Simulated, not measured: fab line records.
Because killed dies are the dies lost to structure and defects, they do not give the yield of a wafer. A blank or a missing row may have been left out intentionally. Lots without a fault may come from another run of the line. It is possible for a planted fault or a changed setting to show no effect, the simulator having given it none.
Which tool did it? + flow nandHarc + 72 wafers from 24 lots sampled at 5 of the route's 1302 steps

WHAT THE GAUGES SHOWED, per wafer
NHARC_A_SOURCE_PLATE_THK_MEAS_06: measures by ellipsometry. Usual: thkNm 199.1 nm, standard deviation 2.
| lot  | measured     | on           | thkNm (nm)        | flag |
|------|--------------|--------------|-------------------|------|
| L074 | day 7 17:16  | filmMetro-01 | 194.7 195.6 197.8 |      |
| L075 | day 8 01:05  | filmMetro-02 | 198.8 199.2 199.2 |      |
| L076 | day 8 16:05  | filmMetro-02 | 195.5 196.0 195.9 |      |
| L077 | day 8 16:05  | filmMetro-01 | 198.0 198.9 202.5 |      |
| L078 | day 9 10:50  | filmMetro-01 | 197.8 199.8 196.8 |      |
| L079 | day 9 16:00  | filmMetro-01 | 201.5 201.0 199.9 |      |
| L080 | day 10 06:50 | filmMetro-01 | 199.5 199.3 199.5 |      |
| L081 | day 10 06:51 | filmMetro-02 | 197.8 196.7 199.2 |      |
| L082 | day 10 23:44 | filmMetro-01 | 199.6 199.4 200.9 |      |
| L083 | day 11 11:13 | filmMetro-02 | 199.8 200.4 199.3 |      |
| L084 | day 12 03:51 | filmMetro-01 | 201.5 202.6 202.6 |      |
| L085 | day 12 07:38 | filmMetro-02 | 200.2 199.2 199.9 |      |
| L086 | day 12 19:32 | filmMetro-01 | 197.1 197.5 194.5 |      |
| L087 | day 12 23:40 | filmMetro-01 | 198.3 200.7 197.8 |      |
| L088 | day 13 19:17 | filmMetro-01 | 201.2 202.1 199.9 |      |
| L089 | day 13 19:17 | filmMetro-02 | 199.5 197.5 198.3 |      |
| L090 | day 14 13:58 | filmMetro-02 | 195.3 197.5 196.2 |      |
| L091 | day 14 21:10 | filmMetro-02 | 196.9 199.1 198.4 |      |
| L092 | day 14 21:11 | filmMetro-01 | 196.3 196.1 197.7 |      |
| L093 | day 15 12:17 | filmMetro-02 | 199.6 199.4 199.4 |      |
| L094 | day 16 05:04 | filmMetro-01 | 198.2 200.4 200.4 |      |
| L095 | day 16 05:04 | filmMetro-02 | 199.9 201.6 200.3 |      |
| L096 | day 16 19:49 | filmMetro-01 | 201.1 200.5 202.5 |      |
| L097 | day 17 15:54 | filmMetro-02 | 202.0 199.5 198.3 |      |

NHARC_A_CHANNEL_HOLE_D1_CD_MEAS_30. Usual: cdNm 90.8 nm, standard deviation 1.5.
| lot  | measured     | on       | cdNm (nm)      | flag |
|------|--------------|----------|----------------|------|
| L074 | day 8 17:50  | cdSem-02 | 89.4 91.1 89.8 |      |
| L075 | day 9 01:37  | cdSem-02 | 91.3 89.2 89.7 |      |
| L076 | day 9 23:12  | cdSem-03 | 93.0 93.4 93.6 |      |
| L077 | day 10 01:06 | cdSem-03 | 89.7 90.3 92.2 |      |
| L078 | day 10 18:43 | cdSem-03 | 92.6 90.8 91.5 |      |
| L079 | day 10 13:14 | cdSem-01 | 92.3 91.8 94.4 |      |
| L080 | day 11 08:07 | cdSem-03 | 90.8 93.6 92.8 |      |
| L081 | day 11 07:41 | cdSem-03 | 91.7 89.3 90.2 |      |
| L082 | day 12 03:30 | cdSem-03 | 91.5 92.3 92.4 |      |
| L083 | day 12 11:54 | cdSem-03 | 90.7 89.6 86.7 |      |
| L084 | day 13 02:55 | cdSem-01 | 89.2 89.7 91.5 |      |
| L085 | day 13 07:06 | cdSem-03 | 93.6 89.2 92.7 |      |
| L086 | day 13 20:29 | cdSem-02 | 89.1 90.6 89.7 |      |
| L087 | day 13 23:21 | cdSem-03 | 90.1 91.5 90.6 |      |
| L088 | day 14 18:16 | cdSem-01 | 91.9 91.8 90.7 |      |
| L089 | day 14 22:28 | cdSem-02 | 88.9 89.7 92.3 |      |
| L090 | day 15 20:04 | cdSem-03 | 91.5 90.9 90.5 |      |
| L091 | day 16 00:17 | cdSem-02 | 90.3 90.2 89.2 |      |
| L092 | day 16 02:43 | cdSem-03 | 88.5 89.7 89.2 |      |
| L093 | day 16 12:25 | cdSem-02 | 92.2 91.2 90.4 |      |
| L094 | day 17 15:17 | cdSem-01 | 88.8 90.5 90.0 |      |
| L095 | day 17 11:08 | cdSem-01 | 90.9 90.3 89.6 |      |
| L096 | day 17 20:23 | cdSem-02 | 92.1 89.4 88.8 |      |
| L097 | day 18 17:43 | cdSem-01 | 90.8 91.9 89.1 |      |

NHARC_A_ONON_D2_THK_MEAS_14: measures by ellipsometry. Usual: thkNm 1000 nm, standard deviation 11.
| lot  | measured     | on           | thkNm (nm)     | flag |
|------|--------------|--------------|----------------|------|
| L074 | day 12 14:38 | filmMetro-01 | 1019 1017 1019 |      |
| L075 | day 12 20:16 | filmMetro-01 | 1002 1003 1003 |      |
| L076 | day 13 15:53 | filmMetro-01 | 1004 1002 1004 |      |
| L077 | day 13 15:54 | filmMetro-02 | 987 987 987    |      |
| L078 | day 14 13:53 | filmMetro-02 | 1002 1004 1001 |      |
| L079 | day 14 07:16 | filmMetro-01 | 982 981 981    |      |
| L080 | day 15 04:55 | filmMetro-01 | 1013 1013 1012 |      |
| L081 | day 15 05:05 | filmMetro-01 | 1001 1002 1001 |      |
| L082 | day 15 18:17 | filmMetro-01 | 1007 1008 1009 |      |
| L083 | day 16 05:02 | filmMetro-02 | 1006 1004 1004 |      |
| L084 | day 16 20:41 | filmMetro-01 | 993 994 994    |      |
| L085 | day 17 05:56 | filmMetro-02 | 1010 1009 1010 |      |
| L086 | day 17 16:08 | filmMetro-02 | 1027 1027 1026 |      |
| L087 | day 17 16:08 | filmMetro-01 | 993 991 990    |      |
| L088 | day 18 12:43 | filmMetro-01 | 1000 1000 998  |      |
| L089 | day 18 19:47 | filmMetro-02 | 992 990 990    |      |
| L090 | day 19 12:09 | filmMetro-02 | 1011 1010 1010 |      |
| L091 | day 19 12:12 | filmMetro-01 | 980 978 978    |      |
| L092 | day 19 22:50 | filmMetro-02 | 1006 1004 1004 |      |
| L093 | day 20 15:10 | filmMetro-02 | 992 994 993    |      |
| L094 | day 21 07:13 | filmMetro-01 | 998 1000 1000  |      |
| L095 | day 21 04:16 | filmMetro-02 | 999 999 997    |      |
| L096 | day 21 09:44 | filmMetro-01 | 980 981 981    |      |
| L097 | day 22 05:25 | filmMetro-01 | 1003 1001 1001 |      |

WHICH TOOL RAN EACH LOT (tool, then ch and the chambers of the sampled wafers, then the start)
| lot  | NHARC_A_CHANNEL_HOLE_D1_ETCH_21 | NHARC_A_CHANNEL_HOLE_D1_ETCH_26 |
|------|---------------------------------|---------------------------------|
| L074 | harEtch-01 ch 0,1, day 8 12:44  | harEtch-01 ch 0,1, day 8 16:05  |
| L075 | harEtch-02 ch 0,1, day 8 20:29  | harEtch-02 ch 0,1, day 8 23:52  |
| L076 | harEtch-02 ch 0,1, day 9 18:11  | harEtch-02 ch 0,1, day 9 21:29  |
| L077 | harEtch-01 ch 0,1, day 9 20:10  | harEtch-01 ch 0,1, day 9 23:26  |
| L078 | harEtch-02 ch 0,1, day 10 13:34 | harEtch-02 ch 0,1, day 10 16:52 |
| L079 | harEtch-01 ch 0,1, day 10 08:08 | harEtch-01 ch 0,1, day 10 11:29 |
| L080 | harEtch-02 ch 0,1, day 11 02:50 | harEtch-02 ch 0,1, day 11 06:07 |
| L081 | harEtch-01 ch 0,1, day 11 02:32 | harEtch-01 ch 0,1, day 11 05:54 |
| L082 | harEtch-01 ch 0,1, day 11 22:28 | harEtch-01 ch 0,1, day 12 01:47 |
| L083 | harEtch-01 ch 0,1, day 12 06:53 | harEtch-01 ch 0,1, day 12 10:12 |
| L084 | harEtch-02 ch 0,1, day 12 21:56 | harEtch-02 ch 0,1, day 13 01:13 |
| L085 | harEtch-02 ch 0, day 13 02:04   | harEtch-02 ch 0, day 13 05:23   |
| L086 | harEtch-01 ch 0,1, day 13 15:28 | harEtch-01 ch 0,1, day 13 18:42 |
| L087 | harEtch-02 ch 0,1, day 13 18:07 | harEtch-02 ch 0,1, day 13 21:28 |
| L088 | harEtch-02 ch 0,1, day 14 13:11 | harEtch-02 ch 0,1, day 14 16:31 |
| L089 | harEtch-02 ch 0,1, day 14 17:25 | harEtch-02 ch 0,1, day 14 20:45 |
| L090 | harEtch-01 ch 0,1, day 15 14:59 | harEtch-01 ch 0,1, day 15 18:20 |
| L091 | harEtch-01 ch 0,1, day 15 19:13 | harEtch-01 ch 0,1, day 15 22:32 |
| L092 | harEtch-02 ch 0, day 15 17:52   | harEtch-02 ch 0, day 16 00:35   |
| L093 | harEtch-01 ch 0,1, day 16 07:29 | harEtch-01 ch 0,1, day 16 10:44 |
| L094 | harEtch-01 ch 0,1, day 17 10:13 | harEtch-01 ch 0,1, day 17 13:32 |
| L095 | harEtch-01 ch 0,1, day 17 06:17 | harEtch-01 ch 0,1, day 17 09:29 |
| L096 | harEtch-02 ch 0,1, day 17 15:22 | harEtch-02 ch 0,1, day 17 18:40 |
| L097 | harEtch-01 ch 0,1, day 18 12:46 | harEtch-01 ch 0,1, day 18 16:00 |
- NHARC_A_CHANNEL_HOLE_D1_ETCH_21: etches the open film in C4F8/O2/Ar, time 514.3 s, target depth 1600 nm.
- NHARC_A_CHANNEL_HOLE_D1_ETCH_26: etches the open film in C4F8/O2/Ar, time 224.1 s, target depth 300 nm.

WHAT THE TOOLS THEMSELVES READ (means of the sampled wafers that have a number; where no wafer has one, the mark that the record gives instead)
NHARC_A_CHANNEL_HOLE_D1_ETCH_21. Usual: drypumpMotorCurrentA 6.1 A, standard deviation 0.35; oesAirLineAu 0.999 a.u., standard deviation 0.021; showerheadPlenumPTorr 3.67 Torr, standard deviation 0.06; throttleValvePct 32.154 %, standard deviation 0.0089.
| lot  | tool       | drypumpMotorCurrentA (A) | oesAirLineAu (a.u.) | showerheadPlenumPTorr (Torr) | throttleValvePct (%) | flag |
|------|------------|--------------------------|---------------------|------------------------------|----------------------|------|
| L074 | harEtch-01 | 5.9                      | 1.017               | 3.69                         | 32.155               |      |
| L075 | harEtch-02 | 6.1                      | 0.999               | 3.71                         | 32.152               |      |
| L076 | harEtch-02 | 6.4                      | 0.997               | 3.73                         | 32.144               |      |
| L077 | harEtch-01 | 5.8                      | 1.002               | 3.69                         | 32.152               |      |
| L078 | harEtch-02 | 6.1                      | 1.012               | 3.70                         | 32.149               |      |
| L079 | harEtch-01 | 5.9                      | 0.993               | 3.68                         | 32.155               |      |
| L080 | harEtch-02 | 6.1                      | 0.992               | 3.69                         | 32.163               |      |
| L081 | harEtch-01 | 6.0                      | 0.974               | 3.64                         | 32.163               |      |
| L082 | harEtch-01 | 5.9                      | 1.002               | 3.67                         | 32.157               |      |
| L083 | harEtch-01 | 6.0                      | 0.995               | 3.64                         | 32.155               |      |
| L084 | harEtch-02 | 6.3                      | 0.982               | 3.71                         | 32.155               |      |
| L085 | harEtch-02 | 6.6                      | 0.972               | 3.74                         | 32.156               |      |
| L086 | harEtch-01 | 5.9                      | 1.013               | 3.66                         | 32.159               |      |
| L087 | harEtch-02 | 6.4                      | 1.031               | 3.70                         | 32.160               |      |
| L088 | harEtch-02 | 6.1                      | 0.996               | 3.67                         | 32.150               |      |
| L089 | harEtch-02 | 6.4                      | 0.977               | 3.69                         | 32.155               |      |
| L090 | harEtch-01 | 5.9                      | 0.992               | 3.65                         | 32.159               |      |
| L091 | harEtch-01 | 6.0                      | 0.984               | 3.61                         | 32.156               |      |
| L092 | harEtch-02 | 6.7                      | 1.001               | 3.71                         | 32.160               |      |
| L093 | harEtch-01 | 5.9                      | 1.002               | 3.64                         | 32.159               |      |
| L094 | harEtch-01 | 6.0                      | 1.017               | 3.60                         | 32.157               |      |
| L095 | harEtch-01 | 6.0                      | 0.996               | 3.60                         | 32.148               |      |
| L096 | harEtch-02 | 6.4                      | 0.992               | 3.67                         | 32.153               |      |
| L097 | harEtch-01 | 6.0                      | 1.006               | 3.59                         | 32.156               |      |

NHARC_A_CHANNEL_HOLE_D1_ETCH_26. Usual: drypumpMotorCurrentA 6.1 A, standard deviation 0.36; oesAirLineAu 1.000 a.u., standard deviation 0.023; showerheadPlenumPTorr 3.71 Torr, standard deviation 0.063; throttleValvePct 24.584 %, standard deviation 0.0095.
| lot  | tool       | drypumpMotorCurrentA (A) | oesAirLineAu (a.u.) | showerheadPlenumPTorr (Torr) | throttleValvePct (%) | flag |
|------|------------|--------------------------|---------------------|------------------------------|----------------------|------|
| L074 | harEtch-01 | 5.9                      | 0.992               | 3.74                         | 24.582               |      |
| L075 | harEtch-02 | 6.1                      | 1.003               | 3.75                         | 24.588               |      |
| L076 | harEtch-02 | 6.3                      | 1.007               | 3.78                         | 24.580               |      |
| L077 | harEtch-01 | 5.8                      | 1.006               | 3.73                         | 24.591               |      |
| L078 | harEtch-02 | 6.1                      | 0.981               | 3.74                         | 24.589               |      |
| L079 | harEtch-01 | 5.8                      | 1.000               | 3.73                         | 24.581               |      |
| L080 | harEtch-02 | 6.1                      | 0.986               | 3.73                         | 24.583               |      |
| L081 | harEtch-01 | 6.0                      | 0.987               | 3.68                         | 24.592               |      |
| L082 | harEtch-01 | 5.9                      | 1.019               | 3.72                         | 24.587               |      |
| L083 | harEtch-01 | 6.0                      | 0.987               | 3.68                         | 24.581               |      |
| L084 | harEtch-02 | 6.4                      | 0.997               | 3.75                         | 24.586               |      |
| L085 | harEtch-02 | 6.6                      | 0.991               | 3.78                         | 24.586               |      |
| L086 | harEtch-01 | 5.8                      | 1.016               | 3.70                         | 24.586               |      |
| L087 | harEtch-02 | 6.3                      | 0.998               | 3.74                         | 24.584               |      |
| L088 | harEtch-02 | 6.1                      | 0.995               | 3.71                         | 24.588               |      |
| L089 | harEtch-02 | 6.3                      | 1.030               | 3.74                         | 24.584               |      |
| L090 | harEtch-01 | 5.9                      | 0.986               | 3.69                         | 24.581               |      |
| L091 | harEtch-01 | 6.0                      | 0.991               | 3.65                         | 24.587               |      |
| L092 | harEtch-02 | 6.7                      | 0.969               | 3.75                         | 24.578               |      |
| L093 | harEtch-01 | 5.8                      | 1.008               | 3.68                         | 24.586               |      |
| L094 | harEtch-01 | 6.0                      | 0.998               | 3.63                         | 24.593               |      |
| L095 | harEtch-01 | 6.0                      | 1.004               | 3.64                         | 24.581               |      |
| L096 | harEtch-02 | 6.3                      | 1.023               | 3.71                         | 24.578               |      |
| L097 | harEtch-01 | 6.0                      | 1.006               | 3.62                         | 24.588               |      |

THE ANSWER, worked out from the rows above alone
Rule: lot off if the mean of its wafers having a number is beyond 3 standard deviations from the usual mean. A lot without any number at a reading at which 4 lots or more have one is off too. Any other lot the step has rows for is counted as sound. First the gauges in route order, then the tools' own readings, where a lot's mean is used as printed above. At the first step where some lot is off, the reading lying furthest off is the one used; lots without a number count as furthest.
None of the lots is off at any reading shown; this tells nothing.

WHAT THE SIMULATOR PUT IN
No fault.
